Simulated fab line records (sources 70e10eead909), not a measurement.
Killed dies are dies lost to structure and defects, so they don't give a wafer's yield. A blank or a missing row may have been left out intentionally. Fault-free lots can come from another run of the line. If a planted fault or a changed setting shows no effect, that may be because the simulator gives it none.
A lot that was struck, set against a sound lot | flow nand harc | 14 out of 1159 route steps
Sound: wafers L566.1, L566.3, L566.5. The struck wafers were L562.2, L562.3, L562.6. The cause is given at the end.
Per side, at each step with rows, come the tool, then ch with its chambers, and then its first start. Under that, the readings that differ: sound wafers | struck wafers | difference of the means | sigmas: that difference in standard deviations of wafers without a fault.
alike: readings with means less than 2 such deviations apart, plus words and numbers identical on both sides. not compared: withheld readings, readings lacking a value on some wafer, bounds such as >300 that could conceal the same value, and numbers that have no deviation in the record and whose values overlap.
The two part at a step that has a row with sigmas, a row that says differs or no value, or rows on one side only. Numbers that have no deviation but don't overlap get no sigmas and don't part them. Lack of a reading on every wafer of one side parts them only where that side has two or more wafers.

NHARC_A_WL_FILL_STRIP_27: strips in N2/H2, time 20 s.
  sound on plasma asher-01 ch 0,1, day 17 16:14; struck on plasma asher-01 ch 0, day 16 22:11
  alike: drypump motor current A, heater power w
  not compared: rf hours counter h
then, 5 steps without rows for these wafers: NHARC_A_WL_FILL_STRIP_28 (strips in post etch residue remover, time 1200 s); NHARC_A_WL_FILL_PRECLEAN_06 (cleans in DIW, time 300 s); NHARC_A_WL_FILL_SRD_07; NHARC_A_WL_FILL_ANNEAL_08 (time 1800 s); NHARC_A_WL_FILL_ALD_10 (deposits SiO2, target thk 50 nm, pulse time 10 s, ald cycles 500).
NHARC_A_WL_FILL_ETCHBACK_16: etches the open film in C4F8/O2/Ar, target depth 88 nm, time 17.6 s.
  sound: rie diel-04 ch 0,1,3; struck: rie diel-04 ch 0,1,3
  alike: bias w, oes product au, rf vpp V
  not compared: rf hours counter h
NHARC_A_WL_FILL_STRIP_29: strips in O2, time 20 s.
  sound on rie diel-04 ch 0,1,3, day 18 02:10; struck on rie diel-04 ch 0,1,3, day 17 06:57
  alike: drypump motor current A, oes product au, rf vpp V, showerhead plenum p Torr, throttle valve pct
  not compared: rf hours counter h
NHARC_A_WL_FILL_ETCHBACK_17: etches the open film in Cl2/BCl3, target depth 4 nm, time 26.7 s.
  sound on rie metal-02 ch 0,1, day 18 02:15; struck on rie metal-01 ch 0,1, day 17 07:02
  alike: drypump motor current A, oes product au
  not compared: rf hours counter h
then, 2 steps without rows for these wafers: NHARC_A_WL_FILL_PRECLEAN_18 (cleans in dHF, time 30 s); NHARC_A_WL_FILL_SRD_21.
NHARC_A_WL_FILL_CVD_23: deposits poly-Si, target thk 40 nm, time 800 s.
  sound on lpcvd poly-04 ch 0, day 18 04:43; struck on lpcvd poly-01 ch 0, day 18 15:38
  reading            | sound             | struck            | difference | sigmas
  spike tc top C (C) | 636.7 636.8 636.8 | 641.5 641.6 644.7 | +5.8       | +3
  alike: spike tc lower C, spike tc upper C
NHARC_A_WL_FILL_ETCHBACK_26: etches the open film in HBr, target depth 52 nm, time 13.3 s.
  sound on rie si-06 ch 0,3, day 18 07:19; struck on rie si-06 ch 0,2, day 18 18:13
  alike: bias w, drypump motor current A, oes product au, throttle valve pct
  not compared: rf hours counter h
-- jump in the record: it breaks off in module A_WL_FILL and resumes in module END (first step shown: number 1159 of the route), and 4 days separate the struck wafers' starts before and after --
NHARC_END_SORT_01:
  at this point the record logs the struck wafers (prober-01 ch 0, day 23 05:07) and has no rows for the sound ones

== WHERE THEY PART ==
Earliest at NHARC_A_WL_FILL_CVD_23; latest, in this record, at NHARC_END_SORT_01.

WHY: the cause the simulator had injected
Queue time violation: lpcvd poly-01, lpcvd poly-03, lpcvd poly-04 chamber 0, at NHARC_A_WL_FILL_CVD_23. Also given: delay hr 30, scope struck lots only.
